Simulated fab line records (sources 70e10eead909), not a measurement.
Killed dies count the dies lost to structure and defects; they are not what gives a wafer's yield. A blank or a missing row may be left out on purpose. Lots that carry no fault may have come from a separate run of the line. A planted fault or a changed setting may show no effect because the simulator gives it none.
Chamber matching    flow nandHarc    NHARC_A_CONTACT_ETCH_88 on rieDiel-13: 4 sister chambers
The step etches the open film in CF4, target depth 39 nm, time 65 s. 24 wafers are shown with their chamber, then 12 later ones without.

## WAFERS WITH THEIR CHAMBER
wafer   chamber  drypumpMotorCurrentA (A)  showerheadPlenumPTorr (Torr)  oesProductAu (a.u.)
L077.2  2        6.0                       1.83                          1.007
L077.4  0        5.8                       1.76                          1.015
L077.5  1        6.1                       1.81                          1.003
L078.1  1        6.1                       1.80                          0.990
L078.4  2        6.0                       1.83                          1.005
L078.5  0        5.8                       1.76                          1.018
L079.1  2        6.0                       1.83                          1.016
L079.2  1        6.0                       1.80                          0.999
L079.3  0        5.8                       1.76                          1.012
L080.2  2        6.0                       1.83                          1.010
L080.5  2        6.0                       1.83                          1.012
L080.6  3        5.2                       1.81                          0.989
L081.1  0        5.8                       1.76                          1.005
L081.5  0        5.8                       1.76                          1.010
L081.6  1        6.0                       1.80                          1.004
L083.2  1        6.0                       1.80                          1.000
L083.3  2        6.0                       1.83                          1.022
L083.5  1        6.1                       1.80                          1.003
L086.1  3        5.2                       1.80                          1.005
L086.3  0        5.8                       1.76                          1.019
L086.4  1        6.0                       1.80                          1.004
L091.1  3        5.1                       1.80                          0.997
L091.2  1        6.1                       1.80                          0.990
L091.6  2        6.0                       1.83                          1.014

SIGNATURES (means of the wafers above)
reading                chamber 0  chamber 1  chamber 2  chamber 3  scatter within a chamber
drypumpMotorCurrentA   5.800      6.050      6.000      5.167      0.0365
showerheadPlenumPTorr  1.7600     1.8013     1.8300     1.8033     0.00278
oesProductAu           1.01317    0.99912    1.01229    0.99700    0.00595
Rule: a wafer's distance from a chamber is the root of the sum, over the readings, of the square of ((its reading less the chamber's mean) divided by the reading's scatter). The wafer belongs to the nearest chamber; if the next one is less than 2 further off, it can't be placed. How the scatter is found: for the shown wafers, subtract from each reading the mean of its chamber, square and add these, divide the total by (wafers less chambers), then take the root.

## WAFERS WITH NO CHAMBER GIVEN
wafer   drypumpMotorCurrentA (A)  showerheadPlenumPTorr (Torr)  oesProductAu (a.u.)
L088.2  6.1                       1.80                          1.012
L088.4  5.2                       1.80                          0.983
L088.5  5.8                       1.76                          1.004
L089.2  6.1                       1.80                          1.000
L089.4  5.8                       1.76                          1.005
L089.6  6.0                       1.83                          1.017
L096.1  5.8                       1.76                          1.004
L096.3  5.1                       1.80                          0.985
L096.6  5.1                       1.80                          0.995
L097.3  6.0                       1.80                          0.988
L097.4  5.1                       1.80                          0.994
L097.6  6.0                       1.82                          0.987

## THE CHAMBER EACH PASSED THROUGH
wafer   from the rows above      in truth
L088.2  1                        1
L088.4  3                        3
L088.5  0                        0
L089.2  1                        1
L089.4  0                        0
L089.6  2                        2
L096.1  0                        0
L096.3  3                        3
L096.6  3                        3
L097.3  1                        1
L097.4  3                        3
L097.6  can't be placed: 2 or 1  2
Correct placement for 11 of the 12. Unplaceable from these rows: 1, with the true chamber sitting among the candidates in 1. Number placed wrongly: 0.
